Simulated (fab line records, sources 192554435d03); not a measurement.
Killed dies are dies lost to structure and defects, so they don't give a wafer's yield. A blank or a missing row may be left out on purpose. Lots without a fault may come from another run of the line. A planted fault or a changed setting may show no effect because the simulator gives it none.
Split-lot experiment | flow n5_finfet | 7 lots, 21 wafers read, on a route of 1938 steps

THE SPLIT
At N5_MOL_CONTACT_COAG_EXPOSE_05 (exposes mask CA, defocus 0 nm), the setting dose_mj was moved away from the recipe's 38.25 on 7 of the 21 wafers read, by -2.8% to +6.6%. The other wafers ran this setting at the recipe's value.

FROM THE SPLIT TO THE READING: what the file shows between them, 10 steps
- N5_MOL_CONTACT_COAG_PEB_06: peb time 60 s
- N5_MOL_CONTACT_COAG_DEVELOP_07: develop time 30 s
- N5_MOL_CONTACT_COAG_DESCUM_13: chemistry O2, time 7 s
- N5_MOL_CONTACT_COAG_ETCH_59: etches underlayer in N2/H2, target depth 13 nm, time 10.4 s
- N5_MOL_CONTACT_COAG_ETCH_105: etches SiARC in CF4, target depth 15.6 nm, time 26 s
- N5_MOL_CONTACT_COAG_ETCH_106: etches SOC in N2/H2, target depth 80 nm, overetch 16 nm, time 120 s
- N5_MOL_CONTACT_COAG_STRIP_107: strips in N2/H2
- N5_MOL_CONTACT_COAG_STRIP_108: strips in N2/H2
- N5_MOL_CONTACT_COAG_CONTACT_ETCH_14: etches SiO2 in C4F6/O2, target depth 27.5 nm, overetch 8.5 nm, time 20 s
- N5_MOL_CONTACT_COAG_STRIP_109: strips in C4F6/O2

THE READING
MOL_CONTACT_COAG.cd_offset_nm (the simulator's own value, which no gauge read), in nm, at N5_MOL_CONTACT_COAG_ETCH_15 (etches SiNx in CH3F/O2, stops on Si:P, target depth 7 nm). The file gives no usual value for it. The 14 wafers here that ran the recipe average -0.3 nm, standard deviation 0.38 nm.

wafer  | tool, chamber at the split | dose_mj as run | against the recipe | MOL_CONTACT_COAG.cd_offset_nm, nm | against lot-mates on the recipe
L077.1 | euv_scanner-01, 0          | 38.25          | recipe             | 0.2                               | -
L077.2 | euv_scanner-01, 0          | 38.25          | recipe             | 0.2                               | -
L077.6 | euv_scanner-01, 0          | 38.25          | recipe             | 0                                 | -
L078.1 | euv_scanner-01, 0          | 38.25          | recipe             | -0.2                              | -
L078.2 | euv_scanner-01, 0          | 40.57          | +6.1%              | 1                                 | +1.2
L078.5 | euv_scanner-01, 0          | 40.57          | +6.1%              | 0.4                               | +0.6
L085.1 | euv_scanner-02, 0          | 38.25          | recipe             | -0.2                              | -
L085.3 | euv_scanner-02, 0          | 40.78          | +6.6%              | 1                                 | +1.2
L085.6 | euv_scanner-02, 0          | 40.78          | +6.6%              | 0.8                               | +1.0
L086.1 | euv_scanner-01, 0          | 40.42          | +5.7%              | 0.2                               | +0.6
L086.4 | euv_scanner-01, 0          | 38.25          | recipe             | -0.4                              | -
L086.5 | euv_scanner-01, 0          | 40.42          | +5.7%              | 0.4                               | +0.8
L087.3 | euv_scanner-02, 0          | 38.25          | recipe             | -0.6                              | -
L087.5 | euv_scanner-02, 0          | 38.25          | recipe             | -0.6                              | -
L087.6 | euv_scanner-02, 0          | 38.25          | recipe             | -0.4                              | -
L092.3 | euv_scanner-02, 0          | 38.25          | recipe             | -0.6                              | -
L092.4 | euv_scanner-02, 0          | 38.25          | recipe             | -0.6                              | -
L092.5 | euv_scanner-02, 0          | 38.25          | recipe             | -1.2                              | -
L095.3 | euv_scanner-02, 0          | 38.25          | recipe             | -0.2                              | -
L095.4 | euv_scanner-02, 0          | 37.19          | -2.8%              | -0.6                              | -0.6
L095.5 | euv_scanner-02, 0          | 38.25          | recipe             | 0.2                               | -

THE FIT
A straight line over all 21 wafers: MOL_CONTACT_COAG.cd_offset_nm changes by +0.154 nm for each +1% of dose_mj; r = +0.79; the points scatter about the line by 0.36 nm.
The same after taking each lot's own level away (the mean of its wafers on the recipe; 21 wafers): +0.153 nm for each +1%; r = +0.93; scatter 0.19 nm.
On that fit, the largest move of dose_mj shifts the reading by 1 nm.
The lots' own levels span -0.80 to 0.13 nm, that is 2.4 times the standard deviation above.
So the lot-to-lot level blurs the effect unless lot-mates are compared.
Check: with one of the wafers moved furthest among these (+6.6%) left out of the fit, the line predicts +0.947 nm for it against its lot-mates. It came out at +1.2 nm against them.

THE WHOLE CHAIN: every reading that the file lists as answering this split, in the file's order
step                         | what it does                                                        | reading                                                                        | change (the file's fit)               | r (the file's)
N5_MOL_CONTACT_COAG_ETCH_59  | etches underlayer in N2/H2, target depth 13 nm, time 10.4 s         | MOL_CONTACT_COAG.cd_offset_nm (the simulator's own value, which no gauge read) | +0.18 nm for each +1% of the setting  | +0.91
N5_MOL_CONTACT_COAG_ETCH_105 | etches SiARC in CF4, target depth 15.6 nm, time 26 s                | MOL_CONTACT_COAG.cd_offset_nm (the simulator's own value, which no gauge read) | +0.191 nm for each +1% of the setting | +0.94
N5_MOL_CONTACT_COAG_ETCH_106 | etches SOC in N2/H2, target depth 80 nm, overetch 16 nm, time 120 s | MOL_CONTACT_COAG.cd_offset_nm (the simulator's own value, which no gauge read) | +0.167 nm for each +1% of the setting | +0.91
N5_MOL_CONTACT_COAG_ETCH_15  | etches SiNx in CH3F/O2, stops on Si:P, target depth 7 nm            | MOL_CONTACT_COAG.cd_offset_nm (the simulator's own value, which no gauge read) | +0.153 nm for each +1% of the setting | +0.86

THE FILE'S OWN FIT
MOL_CONTACT_COAG.cd_offset_nm changes by +0.153 nm for each +1% of dose_mj, r = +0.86.
